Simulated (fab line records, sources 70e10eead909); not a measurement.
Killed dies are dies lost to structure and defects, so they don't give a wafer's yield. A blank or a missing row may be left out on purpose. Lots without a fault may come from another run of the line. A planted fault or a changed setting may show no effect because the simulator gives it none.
fab line records | flow nand_harc
record lots=24 wafers=72 last_day=25
route steps=1159 shown A_CONTACT@859
lots that met no fault: from a run of the same line without faults
start_h: hours from the record's first day to the start of the lot's first wafer shown | wait_h: hours since the lot's step before | " the same as in the row above | L1.1+2: a row that stands for several wafers | - no value, or no start given | * or withheld: withheld | < > ~ a bound
route shown NAME@n: a module of which the file shows steps, and the number in the route of the first | usual: mean/standard deviation of fault-free wafers | same: alike in all rows | chamber/n: place in a boat | sites: the reading at each site | _std_site: their standard deviation | _edge_site: outer sites' mean less inner sites' | radius_mm: how far each site lies from the wafer's centre | mask NAME#n: copy n | behind: the tool/chamber that last shaped the wafer | hold: why the lot was held/for how many hours/how that ended | device: the transistor (n, p or np) that didn't switch | end of line: the same wafers' tests at the end of the route | a step without rows: its recipe alone | killed: dies lost to structure and defects at the first sort, not the wafer's yield | map: a wafer's dies, x killed, . not, _ none there
set.NAME: the setting as run; set.NAME@STEP: as run at that earlier step | model.NAME: the simulator's own value behind a step, which no gauge read
steps of the route over a sample of lots; a table a step, a row a wafer
services: from which hour (start_h, from the record's first day; less than 0 if before it) a tool's chamber was out of use, for how many hours, and why
## steps
# step NHARC_A_CONTACT_ETCH_49
# recipe target_depth_a=2600 over_etch_frac=0.3 time_s=475.3 ion_energy_ev=200 n2_flow_sccm=150 h2_flow_sccm=150 ar_flow_sccm=0 rf_w=400 bias_w=150 chemistry=N2/H2
# usual drypump_motor_current_A=5.4/0.5 oes_product_au=0.999/0.0075 rf_vpp_V=430.8/2.7 showerhead_plenum_p_Torr=2.06/0.089 throttle_valve_pct=14.172/0.0082
# same over_etch_frac=0.3
# columns lot.wafer tool chamber start_h wait_h drypump_motor_current_A oes_product_au rf_hours_counter_h rf_vpp_V showerhead_plenum_p_Torr throttle_valve_pct
L074.1 rie_diel-07 1 - - 5.0 0.998 25 434.2 2.14 14.155
L074.4 " 3 " " 5.1 0.989 24 428.1 1.97 14.179
L074.5 " 0 " " 5.3 0.999 - 432.4 2.10 14.188
L077.3 rie_diel-04 1 - - 5.0 0.999 23 429.6 2.01 14.172
L077.4 " 2 " " 5.4 0.989 29 428.8 2.01 14.176
L077.6 " 1 " " 5.0 1.008 - 428.8 2.01 14.189
L076.2 rie_diel-07 1 - - 5.0 0.989 26 433.8 2.14 14.179
L076.1 " 2 " " 4.9 0.996 26 433.0 2.09 14.167
L076.6 " 2 " " 5.0 0.999 - 431.7 2.09 14.163
L075.4 rie_diel-07 3 - - 5.1 0.988 25 427.3 1.97 14.180
L075.2 " 0 " " 5.3 0.988 27 432.3 2.10 14.166
L075.6 " 1 " " 5.0 0.991 - 432.0 2.14 14.159
L078.4 rie_diel-08 1 - - 6.4 1.000 24 430.0 1.96 14.153
L078.3 " 0 " " 5.9 0.988 29 427.5 1.89 14.192
L078.5 " 1 " " 6.4 1.009 - 428.4 1.96 14.171
L079.2 rie_diel-07 0 - - 5.3 1.005 29 432.1 2.10 14.179
L079.3 " 3 " " 5.1 1.006 27 428.1 1.97 14.168
L079.5 " 1 " " 5.0 1.019 - 432.0 2.13 14.175
L080.3 rie_diel-04 0 - - 5.9 0.995 38 430.5 2.08 14.179
L080.2 " 1 " " 4.9 0.995 31 429.2 2.01 14.163
L080.1 " 2 " " 5.4 0.981 36 429.1 2.01 14.182
L081.4 rie_diel-07 0 - - 5.3 0.986 34 431.9 2.10 14.164
L081.1 " 2 " " 5.0 1.006 34 432.7 2.09 14.171
L081.6 " 0 " " 5.3 0.986 - 431.8 2.10 14.182
L082.2 rie_diel-08 0 - - 5.9 1.010 41 426.4 1.88 14.170
L082.3 " 2 " " 5.2 1.004 41 435.3 2.18 14.154
L082.6 " 1 " " 6.4 1.012 - 428.0 1.96 14.173
L083.2 rie_diel-07 3 - - 5.1 1.000 1 428.4 1.97 14.178
L083.4 " 0 " " 5.3 0.996 1 431.9 2.10 14.175
L083.5 " 2 " " 4.9 1.003 - 431.9 2.09 14.183
L084.1 rie_diel-07 0 - - 5.3 0.995 1 432.3 2.10 14.184
L084.4 " 1 " " 5.0 0.998 1 434.1 2.13 14.169
L084.6 " 0 " " 5.3 0.998 - 432.1 2.10 14.177
L086.2 rie_diel-07 3 - - 5.1 1.006 3 428.0 1.97 14.169
L086.1 " 1 " " 5.0 0.997 4 433.4 2.13 14.162
L086.4 " 2 " " 5.0 1.004 4 432.2 2.09 14.181
L087.1 rie_diel-07 3 - - 5.1 0.996 4 428.6 1.97 14.171
L087.4 " 0 " " 5.3 0.988 5 432.5 2.10 14.181
L087.5 " 2 " " 5.0 1.003 - 430.9 2.09 14.169
L085.1 rie_diel-08 1 - - 6.4 0.998 50 428.2 1.95 14.174
L085.3 " 2 " " 5.2 1.004 55 433.0 2.17 14.171
L085.6 " 3 " " 5.5 1.002 - 425.2 1.87 14.175
L089.4 rie_diel-04 0 - - 5.9 1.014 59 431.2 2.07 14.167
L089.1 " 3 " " 6.7 1.012 52 428.0 1.93 14.166
L089.5 " 0 " " 5.9 1.004 - 431.4 2.07 14.179
L088.3 rie_diel-08 1 - - 6.4 1.001 53 426.3 1.95 14.167
L088.4 " 3 " " 5.5 1.002 - 425.1 1.87 14.182
L088.5 " 1 " " 6.4 0.992 - 426.6 1.95 14.174
L090.1 rie_diel-07 0 - - 5.3 1.002 8 433.1 2.10 14.172
L090.3 " 1 " " 5.0 1.006 8 433.1 2.13 14.172
L090.6 " 1 " " 5.0 0.998 - 433.0 2.13 14.178
L092.2 rie_diel-07 0 - - 5.3 0.999 10 431.6 2.09 14.174
L092.3 " 1 " " 5.0 0.996 10 432.4 2.13 14.171
L092.6 " 3 " " 5.1 0.997 - 428.1 1.96 14.173
L091.4 rie_diel-07 2 - - 5.0 1.000 10 432.6 2.09 14.172
L091.2 " 3 " " 5.1 0.998 10 428.4 1.96 14.166
L091.6 " 1 " " 5.0 1.001 - 432.7 2.13 14.167
L093.4 rie_diel-04 3 - - 6.7 0.985 0 427.8 1.93 14.174
L093.3 " 0 " " 5.9 0.999 0 430.8 2.07 14.175
L093.2 " 2 " " 5.4 1.008 0 430.5 2.00 14.161
L095.2 rie_diel-07 3 - - 5.1 0.996 17 428.9 1.96 14.174
L095.5 " 0 " " 5.3 1.003 - 431.6 2.09 14.177
L095.6 " 1 " " 5.0 0.997 - 431.5 2.13 14.171
L094.4 rie_diel-07 0 - - 5.3 1.012 17 432.8 2.09 14.180
L094.5 " 0 " " 5.3 1.007 - 431.6 2.09 14.180
L094.6 " 1 " " 5.0 1.005 - 433.0 2.13 14.168
L097.3 rie_diel-08 3 - - 5.5 1.008 7 435.6 2.22 14.161
L097.4 " 0 " " 5.9 0.992 9 434.9 2.22 14.175
L097.6 " 0 " " 5.9 0.996 - 435.2 2.22 14.168
L096.4 rie_diel-08 2 - - 5.2 1.007 9 434.1 2.16 14.171
L096.3 " 0 " " 5.9 0.997 11 435.6 2.21 14.157
L096.5 " 2 " " 5.2 0.990 - 432.9 2.16 14.170
# step NHARC_A_CONTACT_ETCH_112
# recipe source_w=withheld pressure_mtorr=20 bias_v=3000 time_s=94 target_depth_a=9220 ar_flow_sccm=withheld c4f8_flow_sccm=withheld o2_flow_sccm=withheld chemistry=C4F8/O2/Ar
# columns lot.wafer tool chamber start_h wait_h rf_hours_counter_h
L074.1 har_cap_etch-01 1 365.34 0.1 58
L074.4 " 1 " " -
L074.5 " 0 " " -
L077.4 har_cap_etch-03 1 374.31 0.1 -
L077.3 " 0 " " -
L077.6 " 0 " " -
L076.2 har_cap_etch-02 1 374.42 0.2 9
L076.1 " 0 " " 9
L076.6 " 1 " " -
L075.2 har_cap_etch-01 0 380.69 0.1 61
L075.4 " 0 " " -
L075.6 " 1 " " -
L078.3 har_cap_etch-03 0 381.31 0.1 -
L078.4 " 1 " " -
L078.5 " 0 " " -
L079.2 har_cap_etch-01 1 389.37 0.2 63
L079.3 " 1 " " -
L079.5 " 1 " " -
L080.2 har_cap_etch-02 1 392.59 0.2 14
L080.1 " 0 " " 14
L080.3 " 1 " " -
L081.1 har_cap_etch-02 0 406.39 0.2 16
L081.4 " 1 " " -
L081.6 " 1 " " -
L082.2 har_cap_etch-03 0 414.43 0.3 85
L082.3 " 1 " " -
L082.6 " 1 " " -
L083.2 har_cap_etch-01 1 420.97 0.2 67
L083.4 " 1 " " -
L083.5 " 0 " " -
L084.1 har_cap_etch-02 0 423.79 0.1 19
L084.4 " 1 " " -
L084.6 " 0 " " -
L086.2 har_cap_etch-01 0 443.06 0.2 70
L086.1 " 1 " " 70
L086.4 " 0 " " -
L087.1 har_cap_etch-03 1 444.86 0.2 89
L087.4 " 1 " " -
L087.5 " 1 " " -
L089.1 har_cap_etch-03 0 452.43 0.2 90
L089.4 " 0 " " -
L089.5 " 0 " " -
L085.1 har_cap_etch-02 1 452.50 0.2 23
L085.3 " 1 " " -
L085.6 " 0 " " -
L088.3 har_cap_etch-02 0 458.78 0.1 -
L088.4 " 1 " " -
L088.5 " 0 " " -
L090.1 har_cap_etch-01 0 459.84 0.2 74
L090.3 " 1 " " -
L090.6 " 0 " " -
L092.2 har_cap_etch-01 0 464.82 0.1 75
L092.3 " 1 " " -
L092.6 " 1 " " -
L091.2 har_cap_etch-02 1 468.35 0.1 27
L091.4 " 1 " " -
L091.6 " 0 " " -
L093.2 har_cap_etch-01 0 476.76 0.2 78
L093.3 " 0 " " -
L093.4 " 1 " " -
L095.2 har_cap_etch-01 0 497.98 0.1 80
L095.6 " 1 " " -
L095.5 " 0 " " -
L094.4 har_cap_etch-03 0 502.26 0.1 -
L094.5 " 1 " " -
L094.6 " 0 " " -
L097.4 har_cap_etch-01 0 507.31 0.1 -
L097.3 " 1 " " -
L097.6 " 1 " " -
L096.4 har_cap_etch-03 1 515.31 0.1 -
L096.3 " 0 " " -
L096.5 " 1 " " -
# step NHARC_A_CONTACT_ETCH_96
# recipe target_depth_a=200 over_etch_frac=0.5 time_s=10 ion_energy_ev=250 c4f6_flow_sccm=25 o2_flow_sccm=20 ar_flow_sccm=500 rf_w=600 bias_w=500 chemistry=C4F6/O2
# usual drypump_motor_current_A=5.5/0.55 oes_product_au=0.961/0.022 rf_vpp_V=547/3 showerhead_plenum_p_Torr=3.91/0.14 throttle_valve_pct=26.904/0.0095
# same over_etch_frac=0.5
# columns lot.wafer tool chamber start_h wait_h drypump_motor_current_A oes_product_au rf_hours_counter_h rf_vpp_V showerhead_plenum_p_Torr throttle_valve_pct
L074.4 rie_diel-07 3 - - 5.1 0.933 24 544 3.81 26.908
L074.1 " 2 " " 4.9 0.957 26 549 4.02 26.896
L074.5 " 0 " " 5.3 0.943 - 548 4.03 26.903
L077.3 rie_diel-04 2 - - 5.4 0.964 30 545 3.88 26.900
L077.4 " 0 " " 5.9 0.953 31 550 3.99 26.907
L077.6 " 1 " " 5.0 0.966 - 545 3.87 26.905
L076.2 rie_diel-04 0 - - 5.9 0.951 31 548 3.99 26.901
L076.1 " 3 " " 6.7 0.947 26 544 3.75 26.893
L076.6 " 0 " " 5.9 0.950 - 549 3.99 26.920
L075.4 rie_diel-07 0 - - 5.3 0.964 28 549 4.03 26.907
L075.2 " 1 " " 5.0 0.971 28 550 4.09 26.921
L075.6 " 0 " " 5.3 0.967 - 549 4.03 26.923
L078.4 rie_diel-07 3 - - 5.1 0.987 26 545 3.80 26.913
L078.3 " 2 " " 5.0 0.993 29 548 4.01 26.900
L078.5 " 3 " " 5.1 0.992 - 543 3.80 26.907
L079.3 rie_diel-04 3 - - 6.7 1.000 33 545 3.75 26.905
L079.2 " 0 " " 5.9 1.001 38 549 3.98 26.911
L079.5 " 2 " " 5.4 0.990 - 546 3.87 26.896
L080.2 rie_diel-04 3 - - 6.7 0.941 34 542 3.75 26.888
L080.1 " 0 " " 5.9 0.937 39 549 3.98 26.892
L080.3 " 1 " " 5.0 0.963 32 546 3.87 26.911
L081.1 rie_diel-08 3 - - 5.5 0.962 39 539 3.65 26.902
L081.4 " 1 " " 6.4 0.943 35 544 3.79 26.915
L081.6 " 3 " " 5.5 0.948 - 541 3.65 26.896
L082.2 rie_diel-04 1 - - 5.0 0.960 41 546 3.87 26.904
L082.3 " 2 " " 5.4 0.935 44 546 3.87 26.909
L082.6 " 2 " " 5.4 0.940 - 546 3.87 26.897
L083.2 rie_diel-04 3 - - 6.7 0.976 43 542 3.74 26.896
L083.4 " 1 " " 5.0 0.976 41 545 3.87 26.890
L083.5 " 3 " " 6.7 0.974 - 543 3.74 26.905
L084.1 rie_diel-04 0 - - 6.0 0.948 50 549 3.98 26.910
L084.4 " 2 " " 5.4 0.928 46 547 3.87 26.893
L084.6 " 0 " " 6.0 0.960 - 547 3.98 26.923
L086.4 rie_diel-07 0 - - 5.3 0.941 5 548 4.02 26.917
L086.1 " 1 " " 5.0 0.954 6 551 4.08 26.897
L086.2 " 2 " " 5.0 0.935 5 549 4.01 26.912
L087.1 rie_diel-07 0 - - 5.3 0.940 5 548 4.02 26.900
L087.4 " 3 " " 5.1 0.950 4 545 3.80 26.893
L087.5 " 1 " " 5.0 0.933 - 551 4.08 26.905
L085.1 rie_diel-07 1 - - 5.0 0.996 7 551 4.08 26.894
L085.3 " 2 " " 5.0 1.002 6 548 4.01 26.906
L085.6 " 0 " " 5.3 0.992 - 551 4.02 26.905
L089.1 rie_diel-04 3 - - 6.7 0.965 53 542 3.74 26.904
L089.4 " 0 " " 6.0 0.964 60 548 3.97 26.888
L089.5 " 2 " " 5.4 0.959 - 545 3.86 26.911
L088.4 rie_diel-04 0 - - 5.9 0.946 62 547 3.97 26.898
L088.3 " 1 " " 5.0 0.956 55 545 3.86 26.913
L088.5 " 3 " " 6.7 0.940 - 543 3.73 26.903
L090.3 rie_diel-08 2 461.61 0.1 5.2 0.957 60 550 4.15 26.907
L090.1 " 3 " " 5.5 0.947 59 541 3.64 26.923
L090.6 " 3 " " 5.5 0.950 - 542 3.64 26.907
L092.3 rie_diel-07 3 - - 5.1 0.958 10 543 3.80 26.908
L092.2 " 0 " " 5.3 0.952 10 549 4.02 26.910
L092.6 " 3 " " 5.1 0.950 - 545 3.80 26.914
L091.4 rie_diel-08 1 - - 6.4 1.005 59 544 3.77 26.898
L091.2 " 2 " " 5.2 1.010 64 552 4.14 26.909
L091.6 " 0 " " 5.9 0.997 - 541 3.65 26.919
L093.4 rie_diel-04 2 - - 5.4 0.936 1 545 3.86 26.906
L093.3 " 3 " " 6.7 0.941 1 543 3.73 26.890
L093.2 " 1 " " 5.0 0.934 1 546 3.85 26.900
L095.2 rie_diel-07 2 - - 5.0 0.943 18 547 4.00 26.900
L095.6 " 3 " " 5.1 0.945 - 544 3.79 26.904
L095.5 " 0 " " 5.3 0.942 - 548 4.01 26.900
L094.4 rie_diel-07 0 - - 5.3 0.959 18 548 4.01 26.919
L094.6 " 0 " " 5.3 0.959 - 549 4.01 26.891
L094.5 " 1 " " 5.0 0.953 - 550 4.07 26.898
L097.3 rie_diel-08 2 - - 5.2 0.952 9 551 4.14 26.923
L097.4 " 0 " " 5.9 0.938 10 553 4.22 26.902
L097.6 " 1 " " 6.4 0.943 - 542 3.76 26.905
L096.4 rie_diel-07 0 - - 5.3 1.000 21 549 4.01 26.895
L096.3 " 1 " " 5.0 1.002 22 549 4.07 26.905
L096.5 " 3 " " 5.1 1.006 - 544 3.79 26.906
# step NHARC_A_CONTACT_ETCH_125
# recipe source_w=withheld pressure_mtorr=20 bias_v=1200 time_s=155 target_depth_a=9560 ar_flow_sccm=withheld c4f8_flow_sccm=withheld o2_flow_sccm=withheld chemistry=C4F8/O2/Ar
# columns lot.wafer tool chamber start_h wait_h rf_hours_counter_h
L074.1 har_cap_etch-01 0 372.42 0.2 59
L074.4 " 1 " " -
L074.5 " 1 " " -
L077.4 har_cap_etch-01 1 383.15 0.1 -
L077.3 " 0 " " -
L077.6 " 1 " " -
L076.1 har_cap_etch-02 0 383.33 0.2 11
L076.2 " 1 " " 11
L076.6 " 1 " " -
L075.2 har_cap_etch-03 1 387.91 0.2 81
L075.4 " 1 " " -
L075.6 " 1 " " -
L078.4 har_cap_etch-02 1 389.62 0.1 -
L078.3 " 0 " " -
L078.5 " 0 " " -
L079.2 har_cap_etch-02 0 398.10 0.2 15
L079.3 " 1 " " -
L079.5 " 1 " " -
L080.2 har_cap_etch-01 0 399.29 0.2 65
L080.1 " 1 " " 65
L080.3 " 1 " " -
L081.1 har_cap_etch-02 1 415.75 0.2 18
L081.4 " 1 " " -
L081.6 " 0 " " -
L082.2 har_cap_etch-01 0 425.09 0.2 68
L082.3 " 0 " " -
L082.6 " 0 " " -
L083.2 har_cap_etch-03 0 428.72 0.2 87
L083.4 " 0 " " -
L083.5 " 1 " " -
L084.1 har_cap_etch-02 0 430.51 0.2 20
L084.4 " 0 " " -
L084.6 " 1 " " -
L086.1 har_cap_etch-02 0 449.83 0.2 22
L086.2 " 1 " " 22
L086.4 " 0 " " -
L087.1 har_cap_etch-01 1 451.59 0.2 72
L087.4 " 1 " " -
L087.5 " 1 " " -
L085.1 har_cap_etch-03 1 460.46 0.2 92
L085.3 " 0 " " -
L085.6 " 1 " " -
L089.1 har_cap_etch-02 0 460.84 0.2 26
L089.4 " 1 " " -
L089.5 " 0 " " -
L088.3 har_cap_etch-03 0 467.81 0.1 -
L088.4 " 1 " " -
L088.5 " 0 " " -
L090.1 har_cap_etch-03 0 469.68 0.2 95
L090.3 " 1 " " -
L090.6 " 0 " " -
L092.2 har_cap_etch-01 1 472.47 0.2 77
L092.3 " 0 " " -
L092.6 " 0 " " -
L091.2 har_cap_etch-02 1 475.69 0.2 29
L091.4 " 0 " " -
L091.6 " 1 " " -
L093.2 har_cap_etch-03 0 483.72 0.2 98
L093.3 " 1 " " -
L093.4 " 0 " " -
L095.2 har_cap_etch-02 1 506.26 0.2 32
L095.5 " 1 " " -
L095.6 " 0 " " -
L094.4 har_cap_etch-03 0 509.04 0.1 -
L094.6 " 1 " " -
L094.5 " 0 " " -
L097.3 har_cap_etch-01 0 514.27 0.1 -
L097.4 " 1 " " -
L097.6 " 0 " " -
L096.4 har_cap_etch-01 1 522.64 0.1 -
L096.3 " 0 " " -
L096.5 " 0 " " -
# step NHARC_A_CONTACT_ETCH_128
# recipe source_w=withheld pressure_mtorr=20 bias_v=1200 time_s=155 target_depth_a=9560 ar_flow_sccm=withheld c4f8_flow_sccm=withheld o2_flow_sccm=withheld chemistry=C4F8/O2/Ar
# columns lot.wafer tool chamber start_h wait_h rf_hours_counter_h
L074.1 har_cap_etch-01 0 372.85 0.1 60
L074.4 " 1 " " -
L074.5 " 1 " " -
L077.4 har_cap_etch-01 1 383.57 0.1 -
L077.3 " 0 " " -
L077.6 " 1 " " -
L076.1 har_cap_etch-02 0 383.76 0.1 11
L076.2 " 1 " " 11
L076.6 " 1 " " -
L075.2 har_cap_etch-03 1 388.34 0.1 82
L075.4 " 1 " " -
L075.6 " 1 " " -
L078.4 har_cap_etch-02 1 390.04 0.1 -
L078.3 " 0 " " -
L078.5 " 0 " " -
L079.2 har_cap_etch-02 0 398.52 0.1 15
L079.3 " 1 " " -
L079.5 " 1 " " -
L080.2 har_cap_etch-01 0 399.85 0.2 65
L080.1 " 1 " " 65
L080.3 " 1 " " -
L081.1 har_cap_etch-02 1 416.17 0.1 18
L081.4 " 1 " " -
L081.6 " 0 " " -
L082.2 har_cap_etch-01 0 425.52 0.1 69
L082.3 " 0 " " -
L082.6 " 0 " " -
L083.2 har_cap_etch-03 0 429.14 0.1 88
L083.4 " 0 " " -
L083.5 " 1 " " -
L084.1 har_cap_etch-02 0 430.93 0.1 20
L084.4 " 0 " " -
L084.6 " 1 " " -
L086.1 har_cap_etch-02 0 450.26 0.1 23
L086.2 " 1 " " 23
L086.4 " 0 " " -
L087.1 har_cap_etch-01 1 452.02 0.1 72
L087.4 " 1 " " -
L087.5 " 1 " " -
L085.1 har_cap_etch-03 1 460.89 0.1 93
L085.3 " 0 " " -
L085.6 " 1 " " -
L089.1 har_cap_etch-02 0 461.27 0.1 26
L089.4 " 1 " " -
L089.5 " 0 " " -
L088.3 har_cap_etch-03 0 468.23 0.1 -
L088.4 " 1 " " -
L088.5 " 0 " " -
L090.1 har_cap_etch-03 0 470.11 0.1 95
L090.3 " 1 " " -
L090.6 " 0 " " -
L092.2 har_cap_etch-01 1 472.90 0.1 77
L092.3 " 0 " " -
L092.6 " 0 " " -
L091.2 har_cap_etch-02 1 476.12 0.1 30
L091.4 " 0 " " -
L091.6 " 1 " " -
L093.2 har_cap_etch-03 0 484.14 0.1 98
L093.3 " 1 " " -
L093.4 " 0 " " -
L095.2 har_cap_etch-02 1 506.68 0.1 32
L095.5 " 1 " " -
L095.6 " 0 " " -
L094.4 har_cap_etch-03 0 509.46 0.1 -
L094.6 " 1 " " -
L094.5 " 0 " " -
L097.3 har_cap_etch-01 0 514.69 0.1 -
L097.4 " 1 " " -
L097.6 " 0 " " -
L096.4 har_cap_etch-01 1 523.07 0.1 -
L096.3 " 0 " " -
L096.5 " 0 " " -
# step NHARC_A_CONTACT_ETCH_132
# recipe source_w=withheld pressure_mtorr=20 bias_v=1200 time_s=156 target_depth_a=9580 ar_flow_sccm=withheld c4f8_flow_sccm=withheld o2_flow_sccm=withheld chemistry=C4F8/O2/Ar
# columns lot.wafer tool chamber start_h wait_h rf_hours_counter_h
L074.1 har_cap_etch-01 0 373.41 0.1 60
L074.4 " 1 " " -
L074.5 " 1 " " -
L077.4 har_cap_etch-01 1 384.14 0.1 -
L077.3 " 0 " " -
L077.6 " 1 " " -
L076.1 har_cap_etch-02 0 384.33 0.1 12
L076.2 " 1 " " 12
L076.6 " 1 " " -
L075.2 har_cap_etch-03 1 388.90 0.1 82
L075.4 " 1 " " -
L075.6 " 1 " " -
L078.4 har_cap_etch-02 1 390.61 0.1 -
L078.3 " 0 " " -
L078.5 " 0 " " -
L079.2 har_cap_etch-02 0 399.09 0.1 16
L079.3 " 1 " " -
L079.5 " 1 " " -
L080.2 har_cap_etch-01 0 400.61 0.2 66
L080.1 " 1 " " 66
L080.3 " 1 " " -
L081.1 har_cap_etch-02 1 416.74 0.1 18
L081.4 " 1 " " -
L081.6 " 0 " " -
L082.2 har_cap_etch-01 0 426.08 0.1 69
L082.3 " 0 " " -
L082.6 " 0 " " -
L083.2 har_cap_etch-03 0 429.71 0.1 88
L083.4 " 0 " " -
L083.5 " 1 " " -
L084.1 har_cap_etch-02 0 431.50 0.1 21
L084.4 " 0 " " -
L084.6 " 1 " " -
L086.1 har_cap_etch-02 0 450.83 0.1 23
L086.2 " 1 " " 23
L086.4 " 0 " " -
L087.1 har_cap_etch-01 1 452.58 0.1 72
L087.4 " 1 " " -
L087.5 " 1 " " -
L085.1 har_cap_etch-03 1 461.45 0.1 93
L085.3 " 0 " " -
L085.6 " 1 " " -
L089.1 har_cap_etch-02 0 461.84 0.1 27
L089.4 " 1 " " -
L089.5 " 0 " " -
L088.3 har_cap_etch-03 0 468.80 0.1 -
L088.4 " 1 " " -
L088.5 " 0 " " -
L090.1 har_cap_etch-03 0 470.68 0.1 96
L090.3 " 1 " " -
L090.6 " 0 " " -
L092.2 har_cap_etch-01 1 473.47 0.1 78
L092.3 " 0 " " -
L092.6 " 0 " " -
L091.2 har_cap_etch-02 1 476.68 0.1 30
L091.4 " 0 " " -
L091.6 " 1 " " -
L093.2 har_cap_etch-03 0 484.70 0.1 99
L093.3 " 1 " " -
L093.4 " 0 " " -
L095.2 har_cap_etch-02 1 507.24 0.1 33
L095.5 " 1 " " -
L095.6 " 0 " " -
L094.4 har_cap_etch-03 0 510.03 0.1 -
L094.6 " 1 " " -
L094.5 " 0 " " -
L097.3 har_cap_etch-01 0 515.26 0.1 -
L097.4 " 1 " " -
L097.6 " 0 " " -
L096.4 har_cap_etch-01 1 523.64 0.1 -
L096.3 " 0 " " -
L096.5 " 0 " " -
## services
# columns tool chamber start_h hours kind
rie_diel-07 3 346.18 2.7 repair
rie_diel-08 1 346.30 13.8 repair
rie_diel-07 1 348.72 1.5 repair
rie_diel-07 0 359.78 - clean
rie_diel-07 1 359.78 - clean
rie_diel-07 2 359.78 - clean
rie_diel-07 3 359.78 - clean
rie_diel-07 0 384.28 - clean
rie_diel-07 1 384.28 - clean
rie_diel-07 2 384.28 - clean
rie_diel-07 3 384.28 - clean
rie_diel-07 - 405.27 9.0 pm
rie_diel-07 0 405.27 9.0 vent_cycle
rie_diel-07 1 405.27 9.0 vent_cycle
rie_diel-07 2 405.27 9.0 vent_cycle
rie_diel-07 3 405.27 9.0 vent_cycle
har_cap_etch-01 - 416.83 0.6 repair
rie_diel-04 2 418.50 1.2 repair
rie_diel-08 0 433.33 29.2 repair
rie_diel-04 - 466.02 9.0 pm
rie_diel-08 - 479.11 9.0 pm
rie_diel-04 - 490.87 0.7 repair
har_cap_etch-03 - 492.53 0.7 repair
rie_diel-04 - 501.97 2.3 repair
## key
fault none
